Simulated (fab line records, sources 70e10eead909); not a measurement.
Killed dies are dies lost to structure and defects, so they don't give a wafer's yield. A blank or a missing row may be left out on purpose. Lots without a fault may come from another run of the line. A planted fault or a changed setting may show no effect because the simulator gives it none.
One fault seen from 2 desks | flow nand_harc | each desk has only its own numbers; what lay behind them comes last

THE TOOL OWNER'S DESK: cvd_w-02
The tool's own readings at NHARC_A_BLC_CVD_24 (deposits W, target thk 150 nm, time 434 s): means of the sampled wafers that have a number, for each lot that ran on this tool. A lot is out of limits, marked OUT, if its mean lies more than 4 standard deviations from the usual mean; the brackets give that distance.
Columns: A = heater_power_w at NHARC_A_BLC_CVD_24, usual 497 W; B = throttle_valve_pct at NHARC_A_BLC_CVD_24, usual 8.1 %
lot  | first seen here | A   | B
L194 | day 23 09:10    | 491 | 8.0
L197 | day 25 07:15    | 497 | 8.2
L198 | day 25 14:45    | 496 | 8.0
L201 | day 25 22:29    | 482 | 8.5
L205 | day 26 18:04    | 490 | 8.6
L202 | day 26 21:47    | 505 | 8.1
L204 | day 27 03:57    | 486 | 8.3
L213 | day 31 10:35    | 491 | 8.2
L216 | day 31 21:23    | 490 | 8.2
L215 | day 32 01:14    | 494 | 8.3
This desk's finding: nothing out of limits on any of the 10 lots.

THE METROLOGY DESK
What the gauges read, lot by lot, whatever tool the lot ran on: means of the sampled wafers that have a number. A lot is out of limits, marked OUT, if its mean lies more than 4 standard deviations from the usual mean; the brackets give that distance.
Columns: A = cd_nm at NHARC_A_BLC_CD_MEAS_10, usual 100.0 nm; B = cd_nm at NHARC_A_BLC_CD_MEAS_19, usual 100.1 nm
lot  | first seen here | A     | B
L194 | day 23 06:55    | 99.5  | 101.0
L196 | day 23 18:45    | 100.7 | 99.5
L197 | day 25 04:56    | 99.2  | 98.0
L198 | day 25 12:14    | 99.9  | 100.8
L199 | day 25 18:40    | 99.4  | 100.2
L201 | day 25 20:13    | 99.3  | 100.9
L205 | day 26 15:52    | 99.8  | 99.8
L202 | day 26 19:27    | 99.6  | 100.4
L203 | day 27 01:08    | 99.9  | 101.0
L204 | day 27 01:41    | 99.5  | 99.1
L213 | day 31 08:23    | 100.4 | 101.0
L216 | day 31 19:08    | 100.3 | 101.7
L215 | day 31 22:38    | 99.6  | 97.9
This desk's finding: nothing out of limits on any of the 13 lots.

PUT TOGETHER
The tool owner's desk saw nothing out of limits.
The metrology desk saw nothing out of limits.

WHAT THE SIMULATOR HAD PUT IN
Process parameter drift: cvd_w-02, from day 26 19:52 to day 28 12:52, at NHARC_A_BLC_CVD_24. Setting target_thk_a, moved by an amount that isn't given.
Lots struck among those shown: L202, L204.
